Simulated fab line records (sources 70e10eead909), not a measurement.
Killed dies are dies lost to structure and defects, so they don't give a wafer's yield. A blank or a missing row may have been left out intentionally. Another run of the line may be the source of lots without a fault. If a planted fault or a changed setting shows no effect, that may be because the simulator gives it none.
fab line records | flow nandHarc
record: lots: 24 wafers: 72 lastDay: 33
route steps=1302 shown A_CONTACT@1067 A_BLC@1117
lots that met no fault: from a run of the same line without faults
startH: hours from the record's opening day to when the first of the lot's shown wafers began | waitH: hours from the lot's prior step to this one | " identical to the entry in the row above | L1.1+2: several wafers, shown together as one row | - no value present, or no start provided | * or withheld: withheld | < > ~ a bound
route shown NAME@n: names a module that has steps shown in the file, with the first one's number in the route | usual: average and standard deviation across the fault-free wafers | same: alike in all rows | chamber/n: place in a boat | sites: readings site by site | _std_site: their standard deviation | _edge_site: the outer-site mean with the inner-site mean subtracted | radiusMm: how far each site lies from the wafer's centre | mask NAME#n: copy n | behind: the last tool/chamber to shape the wafer | hold: the reason the lot was held/the length of the hold in hours/how it ended | device: the transistor (n, p or np) that didn't switch | end of line: tests of these same wafers at the route's end | a step without rows: its recipe alone | killed: count of dies lost to structure and defects at first sort (not the wafer's yield) | map: a wafer's dies, x killed, . not, _ none there
set.NAME: the run value of the setting; set.NAME@STEP: its run value at that earlier step | model.NAME: the simulator's own value behind a step, which no gauge read
a sample of lots followed through the steps of the route, with each step as a table and each wafer as a row
services: from which hour (startH, from the record's first day; less than 0 if before it) a tool's chamber was out of use, for how many hours, and why
== steps ==
step: NHARC_A_CONTACT_DEP_85
recipe: targetThkA: 600 targetThkNm: 60 tempC: 400 pressureTorr: 3.5 flowSccm: 200 rfW: 350 material: SiON
usual: heaterPowerW: 728/84 showerheadVppV: 1128/41
columns lot.wafer tool chamber startH waitH heaterPowerW showerheadVppV
L074.3 pecvd-04 2 515.73 0.9 757 1086
L074.2 " 0 " " 591 1212
L074.6 " 0 " " 603 1179
L075.3 pecvd-02 0 529.65 0.9 577 1072
L075.4 " 2 " " 666 1172
L075.6 " 0 " " 587 1079
L077.1 pecvd-04 2 532.92 1.5 738 1104
L077.4 " 0 " " 656 1188
L077.5 " 1 " " 754 1111
L076.1 pecvd-01 2 536.39 1.5 803 1163
L076.5 " 0 " " 703 1190
L076.6 " 2 " " 785 1132
L079.1 pecvd-04 1 561.62 1.5 796 1115
L079.4 " 2 " " 722 1082
L079.6 " 0 " " 625 1161
L078.1 pecvd-04 2 569.69 1.4 803 1088
L078.3 " 0 " " 546 1191
L078.5 " 2 " " 820 1091
L080.2 pecvd-02 0 586.81 1.2 601 1097
L080.1 " 2 " " 734 1157
L080.5 " 0 " " 590 1092
L082.1 pecvd-04 0 588.59 1.5 625 1169
L082.3 " 1 " " 723 1130
L082.6 " 0 " " 613 1191
L081.1 pecvd-02 1 602.95 1.5 857 1061
L081.4 " 1 " " 854 1106
L081.6 " 2 " " 664 1168
L083.2 pecvd-02 1 604.64 1.2 796 1089
L083.3 " 0 " " 656 1079
L083.4 " 2 " " 710 1176
L085.3 pecvd-02 2 606.75 0.9 704 1170
L085.4 " 1 " " 789 1089
L085.5 " 0 " " 621 1080
L084.1 pecvd-02 0 615.66 1.5 667 1075
L084.2 " 2 " " 728 1166
L084.6 " 1 " " 788 1082
L086.6 pecvd-01 1 622.38 0.1 794 1104
L086.5 " 2 " " 807 1127
L086.4 " 0 " " 689 1215
L087.1 pecvd-02 2 630.70 1.5 620 1152
L087.6 " 0 " " 762 1101
L087.5 " 1 " " 824 1078
L088.1 pecvd-04 0 646.47 1.5 573 1180
L088.6 " 1 " " 788 1105
L088.4 " 0 " " 569 1170
L089.2 pecvd-01 1 650.09 1.2 831 1132
L089.5 " 2 " " 684 1130
L089.6 " 0 " " 721 1196
L090.1 pecvd-02 2 667.52 1.5 634 1162
L090.5 " 1 " " 762 1085
L090.4 " 0 " " 680 1086
L091.1 pecvd-02 1 684.51 1.5 850 1081
L091.3 " 2 " " 608 1169
L091.4 " 0 " " 707 1097
L092.3 pecvd-04 1 695.74 0.9 774 1113
L092.2 " 2 " " 828 1093
L092.4 " 1 " " 779 1098
L093.2 pecvd-01 0 696.21 1.2 800 1188
L093.6 " 0 " " 652 1190
L093.4 " 2 " " 733 1141
L094.1 pecvd-04 2 704.83 1.5 735 1066
L094.6 " 1 " " 795 1129
L094.4 " 0 " " 624 1194
L097.3 pecvd-01 0 722.35 0.9 665 1183
L097.1 " 1 " " 757 1131
L097.2 " 2 " " 777 1128
L096.1 pecvd-01 2 724.72 1.5 786 1108
L096.3 " 1 " " 733 1122
L096.6 " 2 " " 807 1138
L095.2 pecvd-01 0 726.50 1.2 779 1189
L095.6 " 2 " " 768 1122
L095.5 " 0 " " 768 1197
step: NHARC_A_CONTACT_DESCUM_13
recipe: timeS: 3 o2FlowSccm: 200 arFlowSccm: 0 biasPowerW: 0 chemistry: O2
usual: chamberPressureMTorr: 60.00/0.052 drypumpMotorCurrentA: 5.7/0.32 oesProductAu: 0.995/0.011 rfVppV: 58.1/0.98 showerheadPlenumPTorr: 1.96/0.095 throttleValvePct: 11.310/0.0083
columns lot.wafer tool chamber startH waitH chamberPressureMTorr drypumpMotorCurrentA oesProductAu rfHoursCounterH rfVppV showerheadPlenumPTorr throttleValvePct
L074.3 rieDiel-02 2 516.63 0.1 59.97 5.3 0.982 40 59.1 1.87 11.314
L074.2 " 0 " " 59.96 6.3 0.988 44 58.3 1.98 11.305
L074.6 " 0 " " 59.97 6.4 0.996 - 59.1 1.98 11.308
L075.4 rieDiel-11 1 530.53 0.1 60.00 5.7 0.996 16 58.4 2.07 11.321
L075.3 " 3 " " 60.09 5.9 0.985 13 57.9 1.91 11.301
L075.6 " 1 " " 60.03 5.7 0.989 - 58.1 2.07 11.304
L077.4 rieDiel-13 1 533.84 0.1 59.96 6.1 0.990 5 60.0 2.05 11.303
L077.1 " 2 " " 60.01 6.0 1.004 3 57.9 1.89 11.311
L077.5 " 1 " " 59.98 6.1 1.005 - 59.0 2.05 11.307
L076.1 rieDiel-02 1 537.13 0.1 60.02 5.7 0.977 56 59.1 2.06 11.315
L076.6 " 2 " " 59.97 5.3 0.980 - 58.7 1.86 11.335
L076.5 " 1 " " 59.89 5.7 0.972 - 59.6 2.06 11.303
L079.4 rieDiel-02 2 562.54 0.1 59.98 5.3 0.996 61 58.0 1.86 11.314
L079.1 " 1 " " 59.96 5.7 0.986 67 58.2 2.05 11.323
L079.6 " 3 " " 60.04 5.1 1.006 - 57.2 1.89 11.316
L078.1 rieDiel-11 1 570.49 0.1 60.03 5.7 0.988 19 58.8 2.07 11.320
L078.3 " 3 " " 60.02 5.9 0.990 17 58.4 1.91 11.308
L078.5 " 0 " " 59.94 6.0 0.998 - 59.0 2.06 11.300
L080.1 rieDiel-11 1 587.73 0.1 60.02 5.7 0.984 23 59.7 2.07 11.311
L080.2 " 3 " " 60.06 5.9 0.993 22 57.3 1.91 11.304
L080.5 " 0 " " 60.02 6.0 0.987 - 56.7 2.06 11.322
L082.1 rieDiel-02 1 589.36 0.1 60.04 5.6 1.002 2 60.1 2.05 11.302
L082.3 " 3 " " 60.02 5.1 0.995 2 57.5 1.89 11.305
L082.6 " 1 " " 59.86 5.7 0.992 - 59.5 2.05 11.312
L081.1 rieDiel-11 0 603.71 0.1 60.02 6.0 0.990 28 60.8 2.06 11.321
L081.4 " 2 " " 60.09 5.7 0.982 27 56.7 1.81 11.310
L081.6 " 0 " " 60.09 6.0 0.993 - 59.6 2.06 11.307
L083.2 rieDiel-02 3 605.56 0.1 59.93 5.1 0.993 8 57.8 1.89 11.304
L083.3 " 0 " " 60.07 6.4 1.012 9 59.0 1.97 11.303
L083.4 " 1 " " 60.01 5.7 0.995 8 57.7 2.05 11.309
L085.3 rieDiel-11 2 607.65 0.1 60.01 5.7 0.977 29 57.6 1.81 11.326
L085.4 " 3 " " 60.03 5.9 0.994 28 58.1 1.91 11.317
L085.5 " 1 " " 60.12 5.7 1.002 - 59.5 2.07 11.312
L084.2 rieDiel-13 1 616.45 0.1 60.01 6.0 0.995 26 59.6 2.05 11.327
L084.1 " 2 " " 60.03 6.0 1.001 35 57.8 1.88 11.302
L084.6 " 3 " " 60.01 5.2 1.005 - 58.5 1.92 11.302
L086.5 rieDiel-02 3 623.25 0.1 59.94 5.1 0.996 - 56.8 1.88 11.310
L086.6 " 0 " " 59.96 6.4 1.003 - 58.3 1.97 11.310
L086.4 " 1 " " 60.00 5.7 0.993 - 57.5 2.05 11.315
L087.1 rieDiel-02 0 631.63 0.1 60.02 6.4 0.999 19 56.5 1.96 11.318
L087.6 " 3 " " 59.91 5.1 1.001 - 58.7 1.88 11.303
L087.5 " 0 " " 59.95 6.4 1.016 - 57.4 1.96 11.314
L088.1 rieDiel-11 3 647.21 0.1 59.99 5.9 1.008 4 57.2 1.91 11.306
L088.4 " 0 " " 60.10 6.0 1.006 4 58.3 2.06 11.329
L088.6 " 2 " " 59.96 5.7 0.998 - 57.5 1.81 11.317
L089.2 rieDiel-11 0 650.99 0.1 60.00 6.0 0.992 5 59.2 2.06 11.297
L089.5 " 0 " " 59.95 6.0 0.997 - 56.6 2.06 11.320
L089.6 " 1 " " 60.09 5.7 0.987 - 56.9 2.07 11.321
L090.4 rieDiel-11 0 668.41 0.1 60.07 6.0 0.985 7 58.3 2.05 11.303
L090.1 " 1 " " 60.02 5.7 0.982 8 58.2 2.06 11.319
L090.5 " 3 " " 60.00 5.9 1.010 - 58.4 1.90 11.302
L091.4 rieDiel-11 1 685.39 0.1 59.98 5.7 0.985 11 58.0 2.06 11.300
L091.3 " 2 " " 59.96 5.7 0.998 12 56.9 1.81 11.323
L091.1 " 0 " " 59.95 5.9 1.004 11 58.4 2.05 11.316
L092.2 rieDiel-13 3 696.52 0.1 59.99 5.2 1.005 59 58.7 1.91 11.325
L092.3 " 0 " " 60.03 5.5 0.996 53 58.9 1.94 11.308
L092.4 " 1 " " 60.04 6.1 1.000 53 58.0 2.04 11.315
L093.4 rieDiel-11 0 697.13 0.1 60.08 6.0 0.995 13 59.4 2.05 11.302
L093.2 " 1 " " 60.00 5.7 0.981 14 59.6 2.06 11.310
L093.6 " 3 " " 59.99 5.9 1.001 - 58.7 1.90 11.321
L094.4 rieDiel-11 2 705.60 0.1 60.01 5.7 1.008 16 59.2 1.81 11.312
L094.1 " 0 " " 59.98 6.0 0.993 15 58.3 2.05 11.308
L094.6 " 1 " " 60.05 5.7 0.981 - 58.8 2.06 11.306
L097.2 rieDiel-11 2 723.29 0.1 60.08 5.7 1.007 21 56.3 1.80 11.314
L097.3 " 3 " " 59.95 5.9 1.014 19 58.6 1.90 11.300
L097.1 " 0 " " 59.98 6.0 0.990 18 58.9 2.05 11.300
L096.1 rieDiel-11 2 725.63 0.1 59.93 5.7 1.009 21 58.1 1.80 11.299
L096.3 " 1 " " 60.06 5.7 0.987 21 58.8 2.06 11.324
L096.6 " 2 " " 59.98 5.7 0.998 - 56.9 1.80 11.318
L095.2 rieDiel-11 3 727.35 0.1 60.12 5.9 1.011 20 57.7 1.90 11.317
L095.6 " 3 " " 60.00 5.9 1.017 - 58.1 1.90 11.314
L095.5 " 0 " " 60.12 6.0 1.002 - 56.3 2.05 11.305
step: NHARC_A_CONTACT_ETCH_136
recipe: sourceW: withheld pressureMtorr: 20 biasV: 1200 timeS: 311 targetDepthA: 19120 arFlowSccm: withheld c4f8FlowSccm: withheld o2FlowSccm: withheld chemistry: C4F8/O2/Ar
usual: chamberPressureMTorr: 20.001/0.017
columns lot.wafer tool chamber startH waitH chamberPressureMTorr rfHoursCounterH
L074.2 harCapEtch-02 1 518.59 0.2 19.985 86
L074.3 " 0 " " 19.996 -
L074.6 " 1 " " 20.014 -
L075.3 harCapEtch-01 0 532.33 0.2 20.021 -
L075.4 " 1 " " 19.996 -
L075.6 " 1 " " 20.006 -
L077.1 harCapEtch-03 0 535.73 0.2 19.987 47
L077.4 " 0 " " 20.010 -
L077.5 " 1 " " 19.995 -
L076.1 harCapEtch-02 1 540.79 0.2 20.020 91
L076.6 " 0 " " 20.002 -
L076.5 " 1 " " 20.030 -
L079.1 harCapEtch-03 1 564.14 0.2 20.011 51
L079.4 " 0 " " 20.006 -
L079.6 " 0 " " 20.010 -
L078.1 harCapEtch-03 0 572.08 0.2 20.032 52
L078.3 " 1 " " 20.013 -
L078.5 " 1 " " 19.999 -
L080.2 harCapEtch-01 0 589.83 0.2 20.007 14
L080.1 " 1 " " 19.992 14
L080.5 " 0 " " 19.993 -
L082.1 harCapEtch-02 0 590.95 0.2 20.008 100
L082.3 " 1 " " 19.983 -
L082.6 " 0 " " 19.980 -
L081.1 harCapEtch-02 1 605.34 0.2 20.003 104
L081.4 " 0 " " 19.948 -
L081.6 " 1 " " 20.001 -
L083.2 harCapEtch-01 0 607.15 0.2 19.993 19
L083.3 " 0 " " 19.990 -
L083.4 " 1 " " 20.010 -
L085.3 harCapEtch-03 0 609.33 0.2 20.002 -
L085.4 " 1 " " 19.993 -
L085.5 " 0 " " 19.993 -
L084.1 harCapEtch-03 0 620.93 0.2 19.998 64
L084.2 " 1 " " 20.005 64
L084.6 " 0 " " 19.981 -
L086.4 harCapEtch-01 0 625.15 0.2 19.999 -
L086.5 " 1 " " 20.018 -
L086.6 " 0 " " 20.025 -
L087.1 harCapEtch-02 0 633.48 0.2 20.011 110
L087.6 " 0 " " 20.013 -
L087.5 " 1 " " 19.992 -
L088.1 harCapEtch-02 1 648.92 0.2 19.994 112
L088.4 " 1 " " 20.005 -
L088.6 " 0 " " 19.991 -
L089.2 harCapEtch-01 0 652.64 0.2 19.998 28
L089.6 " 1 " " 19.986 -
L089.5 " 0 " " 20.026 -
L090.1 harCapEtch-01 0 669.99 0.2 19.985 29
L090.4 " 0 " " 19.995 -
L090.5 " 1 " " 20.006 -
L091.1 harCapEtch-02 0 687.03 0.2 19.991 116
L091.3 " 1 " " 19.988 -
L091.4 " 0 " " 20.039 -
L092.2 harCapEtch-02 0 698.12 0.2 19.992 120
L092.3 " 0 " " 20.015 -
L092.4 " 1 " " 20.010 -
L093.2 harCapEtch-01 1 698.93 0.3 19.987 35
L093.4 " 0 " " 20.003 -
L093.6 " 1 " " 19.996 -
L094.1 harCapEtch-01 1 707.23 0.2 20.009 36
L094.4 " 0 " " 19.974 -
L094.6 " 1 " " 19.977 -
L097.1 harCapEtch-03 1 724.88 0.2 20.012 84
L097.2 " 0 " " 19.994 84
L097.3 " 0 " " 20.012 -
L096.1 harCapEtch-02 1 727.24 0.2 20.008 127
L096.3 " 1 " " 20.015 -
L096.6 " 1 " " 20.012 -
L095.2 harCapEtch-03 1 728.94 0.2 20.018 85
L095.6 " 1 " " 19.977 -
L095.5 " 0 " " 19.976 -
step: NHARC_A_CONTACT_CD_MEAS_15
usual: cdNm: 190.0/0.66
columns lot.wafer tool chamber startH waitH cdNm
L074.2 cdSem-02 - 520.26 - 190.0
L074.3 " - " " 189.7
L074.6 " - " " 189.5
L075.3 cdSem-01 - 533.85 - 189.8
L075.4 " - " " 189.3
L075.6 " - " " 190.3
L077.1 cdSem-01 - 537.33 - 189.6
L077.4 " - " " 189.9
L077.5 " - " " 188.9
L076.1 cdSem-03 - 542.32 - 189.9
L076.5 " - " " 190.1
L076.6 " - " " 190.8
L079.1 cdSem-02 - 565.74 - 190.0
L079.4 " - " " 191.5
L079.6 " - " " 190.1
L078.1 cdSem-02 - 573.67 - 190.1
L078.3 " - " " 191.0
L078.5 " - " " 190.7
L080.1 cdSem-02 - 591.43 - 190.6
L080.2 " - " " 190.0
L080.5 " - " " 190.1
L082.1 cdSem-03 - 592.58 - 191.0
L082.3 " - " " 189.7
L082.6 " - " " 191.0
L081.1 cdSem-03 - 606.89 - 191.1
L081.4 " - " " 190.0
L081.6 " - " " 190.9
L083.2 cdSem-02 - 608.74 - 189.6
L083.3 " - " " 189.6
L083.4 " - " " 189.9
L085.3 cdSem-02 - 610.83 - 190.7
L085.4 " - " " 190.8
L085.5 " - " " 190.8
L084.1 cdSem-02 - 622.52 - 190.4
L084.2 " - " " 189.5
L084.6 " - " " 189.5
L086.4 cdSem-02 - 626.61 - 189.9
L086.5 " - " " 190.1
L086.6 " - " " 190.0
L087.1 cdSem-02 - 635.25 - 190.3
L087.5 " - " " 190.4
L087.6 " - " " 190.5
L088.1 cdSem-02 - 650.62 - 190.2
L088.4 " - " " 189.5
L088.6 " - " " 190.3
L089.2 cdSem-02 - 654.18 - 188.9
L089.5 " - " " 188.7
L089.6 " - " " 189.3
L090.1 cdSem-03 - 671.59 - 189.9
L090.4 " - " " 189.7
L090.5 " - " " 190.2
L091.1 cdSem-03 - 688.58 - 190.6
L091.3 " - " " 190.0
L091.4 " - " " 191.0
L092.2 cdSem-03 - 699.71 - 189.1
L092.3 " - " " 188.2
L092.4 " - " " 188.7
L093.2 cdSem-02 - 700.97 - 189.0
L093.4 " - " " 190.5
L093.6 " - " " 190.4
L094.1 cdSem-02 - 708.89 - 190.8
L094.4 " - " " 189.1
L094.6 " - " " 189.5
L097.1 cdSem-02 - 726.47 - 190.6
L097.2 " - " " 191.0
L097.3 " - " " 190.9
L096.1 cdSem-03 - 728.83 - 190.7
L096.3 " - " " 189.4
L096.6 " - " " 190.9
L095.2 cdSem-01 - 730.65 - 189.2
L095.5 " - " " 190.5
L095.6 " - " " 188.8
step: NHARC_A_CONTACT_STRIP_26
recipe: o2FlowSccm: 500 arFlowSccm: 0 biasW: 0 chemistry: O2
usual: chamberPressureMTorr: 60.00/0.057 drypumpMotorCurrentA: 5.7/0.34 oesProductAu: 0.994/0.011 rfVppV: 57.9/0.87 showerheadPlenumPTorr: 3.59/0.16 throttleValvePct: 17.035/0.0093
columns lot.wafer tool chamber startH waitH chamberPressureMTorr drypumpMotorCurrentA oesProductAu rfHoursCounterH rfVppV showerheadPlenumPTorr throttleValvePct
L074.3 rieDiel-11 3 - - 60.04 5.9 0.988 12 59.3 3.53 17.029
L074.2 " 0 " " 60.02 6.0 1.010 14 58.6 3.79 17.025
L074.6 " 3 " " 59.98 5.9 0.993 - 58.8 3.53 17.046
L075.3 rieDiel-13 1 - - 59.96 6.1 0.991 5 60.5 3.77 17.034
L075.4 " 3 " " 60.01 5.2 1.021 3 57.2 3.56 17.020
L075.6 " 0 " " 59.90 5.5 1.017 - 56.6 3.60 17.027
L077.4 rieDiel-11 3 - - 60.01 5.9 0.990 14 58.3 3.53 17.055
L077.1 " 1 " " 60.03 5.7 0.983 17 57.8 3.80 17.031
L077.5 " 3 " " 59.99 5.9 0.988 - 57.8 3.53 17.025
L076.1 rieDiel-11 0 - - 59.98 6.0 1.003 17 58.7 3.78 17.033
L076.6 " 3 " " 59.92 5.9 0.993 - 58.7 3.53 17.027
L076.5 " 0 " " 59.95 6.0 1.005 - 57.8 3.78 17.046
L079.4 rieDiel-11 0 - - 60.00 6.0 1.004 18 58.3 3.78 17.036
L079.1 " 1 " " 60.01 5.7 0.991 18 58.4 3.80 17.034
L079.6 " 3 " " 59.91 5.9 1.000 - 56.8 3.53 17.033
L078.1 rieDiel-11 3 - - 60.02 5.9 0.990 17 57.6 3.53 17.027
L078.3 " 0 " " 60.05 6.0 1.002 20 57.4 3.78 17.043
L078.5 " 3 " " 59.98 5.9 0.979 - 58.9 3.53 17.038
L080.1 rieDiel-02 0 - - 60.07 6.4 1.004 3 58.5 3.62 17.042
L080.2 " 1 " " 60.08 5.7 1.000 3 57.7 3.76 17.039
L080.5 " 2 " " 60.04 5.3 0.987 - 57.4 3.44 17.041
L082.1 rieDiel-11 1 - - 59.97 5.7 0.982 24 58.2 3.79 17.031
L082.3 " 2 " " 60.01 5.6 0.973 24 57.9 3.35 17.036
L082.6 " 3 " " 60.03 5.9 0.993 - 55.7 3.52 17.044
L081.4 rieDiel-02 3 - - 60.00 5.1 0.995 9 59.2 3.48 17.040
L081.1 " 0 " " 59.96 6.4 1.014 9 57.7 3.62 17.036
L081.6 " 2 " " 60.01 5.3 0.991 - 58.6 3.43 17.039
L083.2 rieDiel-11 0 - - 59.97 6.0 0.997 30 57.7 3.78 17.023
L083.3 " 2 " " 59.97 5.7 0.975 29 58.8 3.35 17.040
L083.4 " 3 " " 60.00 5.9 0.996 29 58.4 3.52 17.029
L085.3 rieDiel-13 2 - - 60.01 6.1 0.998 33 58.0 3.46 17.034
L085.4 " 0 " " 60.04 5.5 1.015 25 58.5 3.59 17.044
L085.5 " 3 " " 59.96 5.2 1.016 - 58.5 3.54 17.032
L084.1 rieDiel-02 3 - - 60.00 5.1 0.995 15 56.4 3.48 17.030
L084.2 " 0 " " 60.05 6.4 1.005 16 57.3 3.62 17.045
L084.6 " 0 " " 60.00 6.4 1.006 - 58.4 3.62 17.017
L086.4 rieDiel-11 1 - - 60.04 5.7 0.995 1 59.7 3.79 17.034
L086.5 " 1 " " 59.95 5.7 0.989 - 60.1 3.79 17.024
L086.6 " 2 " " 60.09 5.7 1.008 - 57.4 3.35 17.035
L087.1 rieDiel-11 2 - - 60.03 5.7 0.988 3 58.0 3.35 17.035
L087.6 " 0 " " 59.92 6.0 1.015 - 58.1 3.77 17.025
L087.5 " 1 " " 59.93 5.7 0.987 - 59.2 3.79 17.044
L088.4 rieDiel-02 1 - - 59.95 5.7 0.991 27 59.9 3.75 17.044
L088.1 " 3 " " 60.00 5.1 0.995 26 58.2 3.47 17.028
L088.6 " 1 " " 60.07 5.7 0.985 - 57.4 3.75 17.036
L089.2 rieDiel-02 1 - - 59.90 5.7 0.983 27 58.3 3.75 17.027
L089.5 " 3 " " 60.10 5.1 0.990 - 57.8 3.47 17.034
L089.6 " 0 " " 59.89 6.4 1.006 - 57.5 3.61 17.035
L090.1 rieDiel-11 0 - - 60.03 6.0 1.000 8 58.0 3.77 17.039
L090.4 " 1 " " 60.00 5.7 0.985 8 58.0 3.79 17.035
L090.5 " 1 " " 59.96 5.7 0.986 - 59.2 3.79 17.039
L091.3 rieDiel-02 2 - - 60.06 5.3 0.994 24 57.6 3.43 17.050
L091.1 " 3 " " 60.06 5.1 0.998 33 58.4 3.47 17.030
L091.4 " 1 " " 59.99 5.7 0.987 35 58.6 3.75 17.038
L092.3 rieDiel-11 3 - - 60.04 5.9 1.000 14 57.6 3.51 17.036
L092.2 " 0 " " 59.97 6.0 1.005 13 57.7 3.77 17.055
L092.4 " 1 " " 60.01 5.7 0.979 14 58.2 3.78 17.035
L093.2 rieDiel-02 0 - - 59.99 6.4 1.014 29 58.2 3.61 17.054
L093.4 " 3 " " 60.03 5.1 0.998 36 55.9 3.47 17.036
L093.6 " 1 " " 59.97 5.7 0.993 - 59.3 3.74 17.014
L094.1 rieDiel-02 1 - - 59.98 5.7 1.003 43 58.1 3.74 17.040
L094.4 " 3 " " 59.94 5.1 1.001 40 57.3 3.46 17.037
L094.6 " 1 " " 59.97 5.7 0.995 - 58.7 3.74 17.043
L097.1 rieDiel-02 2 - - 59.92 5.3 0.978 41 58.0 3.42 17.029
L097.2 " 3 " " 59.88 5.1 0.994 48 57.5 3.46 17.043
L097.3 " 0 " " 59.98 6.4 1.000 39 58.0 3.60 17.038
L096.3 rieDiel-11 2 - - 59.89 5.7 0.997 22 57.7 3.34 17.032
L096.1 " 3 " " 60.06 5.9 1.018 21 56.2 3.51 17.021
L096.6 " 1 " " 59.90 5.7 0.985 - 57.1 3.78 17.025
L095.2 rieDiel-11 1 - - 60.07 5.7 0.974 22 58.3 3.78 17.039
L095.6 " 0 " " 60.06 6.0 0.985 - 57.9 3.76 17.036
L095.5 " 1 " " 59.98 5.7 0.981 - 59.9 3.78 17.027
step: NHARC_A_BLC_CD_MEAS_10
recipe: targetCdNm: 100 landingEnergyEv: 500
usual: cdNm: 100.0/0.74
columns lot.wafer tool chamber startH waitH cdNm
L074.2 cdSem-01 0 523.21 - 100.0
L074.3 " 0 " " 99.6
L074.6 " 0 " " 100.6
L075.3 cdSem-03 0 537.07 - 100.0
L075.4 " 0 " " 99.4
L075.6 " 0 " " 99.9
L077.1 cdSem-02 0 540.19 - 100.2
L077.4 " 0 " " 99.6
L077.5 " 0 " " 100.2
L076.1 cdSem-01 0 545.13 - 99.3
L076.5 " 0 " " 99.5
L076.6 " 0 " " 99.6
L079.1 cdSem-03 0 568.67 - 99.6
L079.4 " 0 " " 100.6
L079.6 " 0 " " 100.2
L078.1 cdSem-01 0 576.66 - 99.9
L078.3 " 0 " " 98.3
L078.5 " 0 " " 100.2
L080.1 cdSem-01 0 594.23 - 99.7
L080.2 " 0 " " 99.6
L080.5 " 0 " " 100.6
L082.1 cdSem-01 0 596.23 - 100.4
L082.3 " 0 " " 99.5
L082.6 " 0 " " 99.7
L081.1 cdSem-03 0 609.81 - 101.4
L081.4 " 0 " " 100.0
L081.6 " 0 " " 99.3
L083.2 cdSem-01 0 611.54 - 99.6
L083.3 " 0 " " 99.7
L083.4 " 0 " " 100.1
L085.3 cdSem-01 0 613.77 - 101.5
L085.4 " 0 " " 100.8
L085.5 " 0 " " 100.2
L084.1 cdSem-03 0 625.57 - 100.2
L084.2 " 0 " " 101.0
L084.6 " 0 " " 99.2
L086.4 cdSem-03 0 629.45 - 99.8
L086.5 " 0 " " 100.7
L086.6 " 0 " " 99.6
L087.1 cdSem-03 0 638.20 - 100.0
L087.5 " 0 " " 101.1
L087.6 " 0 " " 100.0
L088.1 cdSem-02 0 653.52 - 100.7
L088.4 " 0 " " 101.0
L088.6 " 0 " " 100.7
L089.2 cdSem-02 0 657.16 - 101.7
L089.5 " 0 " " 100.4
L089.6 " 0 " " 100.0
L090.1 cdSem-02 0 674.53 - 99.5
L090.4 " 0 " " 100.4
L090.5 " 0 " " 100.1
L091.1 cdSem-02 0 691.80 - 100.0
L091.3 " 0 " " 99.6
L091.4 " 0 " " 100.0
L092.2 cdSem-01 0 702.69 - 99.0
L092.3 " 0 " " 99.7
L092.4 " 0 " " 99.6
L093.2 cdSem-02 0 703.95 - 99.6
L093.4 " 0 " " 98.4
L093.6 " 0 " " 98.8
L094.1 cdSem-03 0 711.86 - 99.1
L094.4 " 0 " " 99.7
L094.6 " 0 " " 98.9
L097.1 cdSem-02 0 729.45 - 99.2
L097.2 " 0 " " 99.7
L097.3 " 0 " " 101.3
L096.1 cdSem-02 0 731.80 - 100.4
L096.3 " 0 " " 100.1
L096.6 " 0 " " 99.1
L095.2 cdSem-01 0 734.03 - 101.2
L095.5 " 0 " " 99.9
L095.6 " 0 " " 99.3
== services ==
columns tool chamber startH hours kind
pecvd-01 - 492.91 13.0 pm
rieDiel-13 3 494.61 6.4 repair
harCapEtch-01 - 497.06 17.0 pm
rieDiel-02 - 500.91 1.5 repair
rieDiel-02 3 511.44 34.3 repair
rieDiel-11 0 515.14 - clean
rieDiel-11 1 515.14 - clean
rieDiel-13 - 519.67 9.0 pm
pecvd-01 0 541.97 8.2 repair
rieDiel-13 1 543.97 16.4 repair
rieDiel-13 0 554.60 2.5 repair
rieDiel-02 - 571.62 9.0 pm
rieDiel-11 0 588.21 5.9 repair
pecvd-02 - 589.80 13.0 pm
rieDiel-02 2 608.45 27.5 repair
rieDiel-11 - 609.50 9.0 pm
pecvd-04 - 631.39 13.0 pm
rieDiel-02 0 634.95 11.6 repair
pecvd-04 - 652.95 0.6 repair
rieDiel-02 3 663.79 7.2 repair
rieDiel-02 0 668.40 11.0 repair
pecvd-01 - 673.91 13.0 pm
harCapEtch-02 - 677.23 2.9 repair
rieDiel-13 - 696.67 9.0 pm
== key ==
fault none
